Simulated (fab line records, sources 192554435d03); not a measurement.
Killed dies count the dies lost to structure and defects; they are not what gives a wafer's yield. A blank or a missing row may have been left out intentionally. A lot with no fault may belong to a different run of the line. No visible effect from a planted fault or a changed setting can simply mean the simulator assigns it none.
Matching of chambers ; flow n5Finfet ; uvCure-03 running N5_BEOL_M5_CURE_80: 3 sister chambers
The step cures SiCOH lowk, time 120 s. 6 wafers are shown with their chamber, then 12 later ones without.

WAFERS PAIRED WITH THEIR CHAMBERS
wafer;chamber;wafer_temp_C_max;lampPowerPct (%)
L077.2;1;373.1;52.29
L077.4;1;373.2;52.32
L086.2;0;371.3;52.39
L086.5;0;371.3;52.25
L090.2;2;372.7;52.33
L090.6;2;373.1;52.30

WAFERS WHOSE CHAMBER IS MISSING
wafer;wafer_temp_C_max;lampPowerPct (%)
L093.1;371.3;52.29
L093.3;371.2;52.34
L093.4;371.4;52.36
L093.2;371.4;52.36
L093.5;371.2;52.28
L093.6;371.1;52.38
L096.1;374.3;52.31
L096.4;372.9;52.28
L096.5;373.7;52.27
L097.1;373.2;52.23
L097.4;373.2;52.39
L097.6;373.7;52.33

WHICH CHAMBER EACH WENT THROUGH
wafer;from the rows above;in truth
L093.1;0;0
L093.3;0;0
L093.4;0;0
L093.2;0;0
L093.5;0;0
L093.6;0;0
L096.1;can't be placed: 1 or 2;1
L096.4;can't be placed: 2 or 1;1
L096.5;can't be placed: 1 or 2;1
L097.1;can't be placed: 1 or 2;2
L097.4;can't be placed: 1 or 2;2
L097.6;can't be placed: 1 or 2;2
Correctly placed: 6 of 12. Can't be placed from these rows: 6 (the true chamber is among the candidates in 6). Placed wrongly: 0.
How it was worked out, from the rows above alone: a wafer's distance from a chamber is the root of the sum, over the readings, of the square of ((its reading less the chamber's mean) divided by the reading's scatter). The wafer belongs to the nearest chamber; if the next one is less than 2 further off, it can't be placed. The mean given for a chamber averages the wafers shown for that chamber. The scatter: take each reading less its chamber's mean, square it, sum over the shown wafers, divide by the number of wafers less the number of chambers, and take the root.
